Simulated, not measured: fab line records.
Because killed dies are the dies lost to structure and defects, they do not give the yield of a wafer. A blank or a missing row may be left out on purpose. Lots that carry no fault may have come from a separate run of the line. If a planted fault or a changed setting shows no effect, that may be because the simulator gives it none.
Split-lot experiment	flow n5Finfet	21 wafers read across 7 lots, on a route 1938 steps long

ON THE SPLIT
At N5_BEOL_M5_ETCH_72 (etches underlayer in N2/H2, target depth 6.5 nm, time 5.2 s), the setting biasW was moved away from the recipe's 150 W on 5 of the 21 wafers read, by +10.8% to +13.5%. For the rest of the wafers, this setting stayed at what the recipe calls for.

The split's own step is where the reading is taken.

THE READING
rfVppV, in V, at N5_BEOL_M5_ETCH_72 (etches underlayer in N2/H2, target depth 6.5 nm, time 5.2 s). Typical for fault-free wafers on this fab line: 524.1 V, with standard deviation 2.5 V.

wafer	tool, chamber at the split	biasW as run, W	against the recipe	rfVppV, V	against lot-mates on the recipe
L078.2	rieDiel-03, 2	150	recipe	521.8	-
L078.4	rieDiel-03, 1	170.3	+13.5%	568.5	+46.7
L078.5	rieDiel-03, 2	170.3	+13.5%	564.3	+42.5
L080.1	rieDiel-06, 0	150	recipe	521.1	-
L080.4	rieDiel-06, 2	150	recipe	521.7	-
L080.6	rieDiel-06, 0	150	recipe	522.6	-
L084.1	rieDiel-03, 1	150	recipe	527.3	-
L084.3	rieDiel-03, 0	166.2	+10.8%	561.3	+34.0
L084.4	rieDiel-03, 0	166.2	+10.8%	562.6	+35.3
L083.2	rieDiel-06, 1	150	recipe	522.3	-
L083.3	rieDiel-06, 2	150	recipe	520.7	-
L083.6	rieDiel-06, 3	166.9	+11.3%	565.3	+43.8
L087.3	rieDiel-01, 2	150	recipe	524.2	-
L087.4	rieDiel-01, 2	150	recipe	523.7	-
L087.6	rieDiel-01, 1	150	recipe	525.0	-
L095.1	rieDiel-03, 1	150	recipe	525.3	-
L095.3	rieDiel-03, 0	150	recipe	525.9	-
L095.6	rieDiel-03, 2	150	recipe	524.6	-
L097.4	rieDiel-01, 2	150	recipe	524.9	-
L097.5	rieDiel-01, 1	150	recipe	524.0	-
L097.6	rieDiel-01, 0	150	recipe	524.5	-

THE FIT
A straight line over all 21 wafers: rfVppV changes by +3.36 V for each +1% of biasW; r = +0.99; the points scatter about the line by 2.3 V.
The same after taking each lot's own level away (the mean of its wafers on the recipe; 21 wafers): +3.37 V for each +1%; r = +1.00; scatter 1.7 V.
On that fit, the largest move of biasW shifts the reading by 46 V.
Measured against the standard deviation above, the lots' own levels, which go from 521.50 to 527.30 V, span 2.3 times it.
Hence the lot-to-lot level has little effect on the slope; both slopes agree.
Check: for one of the wafers moved furthest among these (+13.5%), held out of the fit, the line's prediction against its lot-mates is +45.3 V. Against them it came out at +46.7 V.
Tool readings at the split's step, against how far the setting was moved: rfVppV r = +0.99.

OTHER SPLITS APPLIED TO THESE WAFERS
Before the reading, these wafers also passed through other splits. Each is held against what the fit with the lots' levels taken away leaves over:
other split on the same wafers	wafers away from the commonest value	r with rfVppV (lot level and that fit taken away)
N5_BEOL_M1_HM_DEP_02 targetThkA	10	+0.13
N5_BEOL_M2_ETCH_64 biasW	9	+0.30
N5_BEOL_M2_COAT_22 spinRpm	10	-0.03
N5_BEOL_M3_COAT_76 spinRpm	7	+0.14
N5_BEOL_M4_COAT_22 spinRpm	8	-0.10
N5_BEOL_M4_DESCUM_33 timeS	8	+0.09
N5_BEOL_M5_COAT_71 spinRpm	6	+0.41

THE FILE'S OWN FIT
rfVppV changes by +3.45 V for each +1% of biasW, r = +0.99.
